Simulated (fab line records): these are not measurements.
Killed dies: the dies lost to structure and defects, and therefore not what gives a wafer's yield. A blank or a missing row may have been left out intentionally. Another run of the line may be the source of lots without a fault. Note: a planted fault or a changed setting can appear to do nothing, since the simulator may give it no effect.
Chamber matching -- flow n5_finfet -- N5_FIN_CUT_CUT_ETCH_28 on rie_si-05 has 4 sister chambers
The step etches Si in HBr/Cl2/O2, target depth 6 nm, time 2.4 s. 8 wafers are shown with their chamber, then 11 later ones without.

== WAFERS PAIRED WITH THEIR CHAMBERS ==
wafer,chamber,throttle_valve_pct (%),drypump_motor_current_A (A)
L081.1,0,36.3,6.4
L085.3,2,37.8,6.3
L085.4,2,37.7,6.2
L087.4,3,36.9,5.6
L087.5,0,36.3,6.4
L088.2,3,36.9,5.6
L088.5,1,37.7,6.4
L090.1,1,37.7,6.4

== WAFERS WHOSE CHAMBER IS MISSING ==
wafer,throttle_valve_pct (%),drypump_motor_current_A (A)
L090.2,36.3,6.4
L090.3,36.9,5.6
L092.1,37.8,6.3
L092.4,36.9,5.7
L092.6,36.9,5.7
L093.3,36.9,5.6
L093.4,36.3,6.4
L093.5,37.7,6.4
L097.1,37.7,6.4
L097.3,36.9,5.6
L097.5,37.7,6.3

== WHICH CHAMBER EACH ONE RAN IN ==
wafer,from the rows above,in truth
L090.2,0,0
L090.3,3,3
L092.1,2,2
L092.4,3,3
L092.6,3,3
L093.3,3,3
L093.4,0,0
L093.5,1,1
L097.1,1,1
L097.3,3,3
L097.5,can't be placed: 2 or 1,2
10 of 11 placed correctly. Cannot be placed on the basis of these rows: 1; the candidates contain the true chamber in 1. 0 placed wrongly.
How it was worked out, from the rows above alone: a wafer's distance from a chamber is the root of the sum, over the readings, of the square of ((its reading less the chamber's mean) divided by the reading's scatter). If the next closest chamber is less than 2 further off than the closest, the wafer can't be placed; otherwise it belongs to the closest. Each chamber's mean is taken over the wafers shown for it. The scatter: the root of (the sum of the squares of (reading less its chamber's mean) over the shown wafers, divided by (wafers less chambers)).
